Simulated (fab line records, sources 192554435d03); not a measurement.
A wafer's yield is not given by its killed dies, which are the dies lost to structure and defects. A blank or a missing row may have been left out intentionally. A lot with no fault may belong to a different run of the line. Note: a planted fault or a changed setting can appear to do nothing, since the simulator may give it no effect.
Split-lot experiment :: flow n5 finfet :: 21 wafers read from 7 lots, route of 1938 steps

ABOUT THE SPLIT
At N5_BEOL_M8_TRENCH_ETCH_37 (etches SiCOH lowk in C4F6/O2, target depth 93.478 nm, time 31.2 s), the setting source w was moved away from the recipe's 345 W on 8 of the 21 wafers read, by -14.2% to +16.3%. The other wafers ran this setting at the recipe's value.

The reading is taken at the split's own step.

THE READING
rf vpp V, in V, at N5_BEOL_M8_TRENCH_ETCH_37 (etches SiCOH lowk in C4F6/O2, target depth 93.478 nm, time 31.2 s). Fault-free wafers of this fab line usually give 662 V, standard deviation 11 V.

wafer: L074.3
tool, chamber at the split: rie diel-04, 0
source w as run, W: 345
against the recipe: recipe
rf vpp V, V: 665
against lot-mates on the recipe: -

wafer: L074.4
tool, chamber at the split: rie diel-04, 2
source w as run, W: 296
against the recipe: -14.2%
rf vpp V, V: 718
against lot-mates on the recipe: +53

wafer: L074.6
tool, chamber at the split: rie diel-04, 3
source w as run, W: 296
against the recipe: -14.2%
rf vpp V, V: 731
against lot-mates on the recipe: +66

wafer: L077.1
tool, chamber at the split: rie diel-04, 2
source w as run, W: 345
against the recipe: recipe
rf vpp V, V: 663
against lot-mates on the recipe: -

wafer: L077.2
tool, chamber at the split: rie diel-04, 3
source w as run, W: 345
against the recipe: recipe
rf vpp V, V: 677
against lot-mates on the recipe: -

wafer: L077.5
tool, chamber at the split: rie diel-04, 1
source w as run, W: 345
against the recipe: recipe
rf vpp V, V: 669
against lot-mates on the recipe: -

wafer: L078.3
tool, chamber at the split: rie diel-04, 1
source w as run, W: 401.3
against the recipe: +16.3%
rf vpp V, V: 621
against lot-mates on the recipe: no lot-mate on the recipe

wafer: L078.5
tool, chamber at the split: rie diel-04, 3
source w as run, W: 401.3
against the recipe: +16.3%
rf vpp V, V: 625
against lot-mates on the recipe: no lot-mate on the recipe

wafer: L078.6
tool, chamber at the split: rie diel-04, 2
source w as run, W: 401.3
against the recipe: +16.3%
rf vpp V, V: 614
against lot-mates on the recipe: no lot-mate on the recipe

wafer: L081.1
tool, chamber at the split: rie diel-02, 1
source w as run, W: 345
against the recipe: recipe
rf vpp V, V: 634
against lot-mates on the recipe: -

wafer: L081.2
tool, chamber at the split: rie diel-02, 0
source w as run, W: 345
against the recipe: recipe
rf vpp V, V: 667
against lot-mates on the recipe: -

wafer: L081.4
tool, chamber at the split: rie diel-02, 3
source w as run, W: 345
against the recipe: recipe
rf vpp V, V: 656
against lot-mates on the recipe: -

wafer: L082.4
tool, chamber at the split: rie diel-04, 1
source w as run, W: 319.7
against the recipe: -7.3%
rf vpp V, V: 694
against lot-mates on the recipe: +23

wafer: L082.5
tool, chamber at the split: rie diel-04, 3
source w as run, W: 345
against the recipe: recipe
rf vpp V, V: 676
against lot-mates on the recipe: -

wafer: L082.6
tool, chamber at the split: rie diel-04, 0
source w as run, W: 345
against the recipe: recipe
rf vpp V, V: 666
against lot-mates on the recipe: -

wafer: L084.2
tool, chamber at the split: rie diel-02, 3
source w as run, W: 325.1
against the recipe: -5.8%
rf vpp V, V: 675
against lot-mates on the recipe: +18

wafer: L084.5
tool, chamber at the split: rie diel-02, 2
source w as run, W: 345
against the recipe: recipe
rf vpp V, V: 657
against lot-mates on the recipe: -

wafer: L084.6
tool, chamber at the split: rie diel-02, 3
source w as run, W: 325.1
against the recipe: -5.8%
rf vpp V, V: 675
against lot-mates on the recipe: +18

wafer: L095.1
tool, chamber at the split: rie diel-04, 2
source w as run, W: 345
against the recipe: recipe
rf vpp V, V: 663
against lot-mates on the recipe: -

wafer: L095.2
tool, chamber at the split: rie diel-04, 1
source w as run, W: 345
against the recipe: recipe
rf vpp V, V: 667
against lot-mates on the recipe: -

wafer: L095.3
tool, chamber at the split: rie diel-04, 0
source w as run, W: 345
against the recipe: recipe
rf vpp V, V: 666
against lot-mates on the recipe: -

THE FIT
A straight line over all 21 wafers: rf vpp V changes by -3.19 V for each +1% of source w; r = -0.93; the points scatter about the line by 11 V.
The same after taking each lot's own level away (the mean of its wafers on the recipe; 18 wafers): -4 V for each +1%; r = -0.94; scatter 7.5 V.
On that fit, the largest move of source w shifts the reading by 65 V.
The lots' own levels span 652.3 to 671.0 V, that is 1.7 times the standard deviation above.
In other words, the slope is changed by the lot-to-lot level; the two fits disagree.
Check: +58.3 V against its lot-mates is what the line predicts for one of the wafers moved furthest among these (-14.2%) when that wafer is left out of the fit. It came out at +53 V against them.
Tool readings at the split's step, against how far the setting was moved: rf vpp V r = -0.93.

THESE WAFERS: OTHER SPLITS
These wafers also went through other splits before the reading. Each is held against what the fit with the lots' levels taken away leaves over:
other split on the same wafers: N5_BEOL_M5_ETCH_41 source w
wafers away from the commonest value: 7
r with rf vpp V (lot level and that fit taken away): -0.05

other split on the same wafers: N5_BEOL_M7_DESCUM_33 time s
wafers away from the commonest value: 9
r with rf vpp V (lot level and that fit taken away): +0.10

other split on the same wafers: N5_BEOL_M7_TRENCH_ETCH_37 source w
wafers away from the commonest value: 9
r with rf vpp V (lot level and that fit taken away): +0.13

FILE'S OWN FIT
rf vpp V changes by -3.88 V for each +1% of source w, r = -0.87.
